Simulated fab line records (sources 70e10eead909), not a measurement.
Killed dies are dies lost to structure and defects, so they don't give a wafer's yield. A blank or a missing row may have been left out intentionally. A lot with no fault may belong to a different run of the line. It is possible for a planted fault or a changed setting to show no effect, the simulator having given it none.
Chamber matching	flow nandHarc	pecvd-01 running NHARC_P_M2_DEP_33: 3 sister chambers
The step deposits SiCN, target thk 30 nm. 6 wafers are shown with their chamber, then 12 later ones without.

== WAFERS PAIRED WITH THEIR CHAMBERS ==
wafer	chamber	heaterPowerW (W)	susceptorTempC (C)
L086.6	1	537	370.48
L087.4	0	644	369.88
L087.5	2	425	369.94
L088.2	0	688	370.32
L088.3	2	468	369.90
L088.5	1	573	370.05

== WAFERS WHOSE CHAMBER IS MISSING ==
wafer	heaterPowerW (W)	susceptorTempC (C)
L089.3	743	370.13
L089.4	425	370.32
L089.5	654	369.88
L093.3	449	370.05
L093.5	797	370.27
L093.6	508	369.87
L094.1	724	369.81
L094.4	435	370.19
L094.5	570	370.19
L096.1	568	369.98
L096.5	694	369.94
L096.6	569	370.22

== EACH ONE'S CHAMBER ==
wafer	from the rows above	in truth
L089.3	0	0
L089.4	2	2
L089.5	0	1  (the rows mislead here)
L093.3	2	2
L093.5	0	0
L093.6	can't be placed: 2 or 1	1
L094.1	0	0
L094.4	2	2
L094.5	1	1
L096.1	1	1
L096.5	0	0
L096.6	1	1
Correctly placed: 10 of 12. From these rows, 1 cannot be placed; in 1 the true chamber is one of the candidates. Number placed wrongly: 1.
How it was worked out, from the rows above alone: a wafer's distance from a chamber is the root of the sum, over the readings, of the square of ((its reading less the chamber's mean) divided by the reading's scatter). The wafer belongs to the nearest chamber; if the next one is less than 2 further off, it can't be placed. A chamber's mean is the mean of its shown wafers. The scatter is the square root of a quotient: the sum, over the shown wafers, of each reading's squared deviation from its chamber's mean, divided by wafers minus chambers.
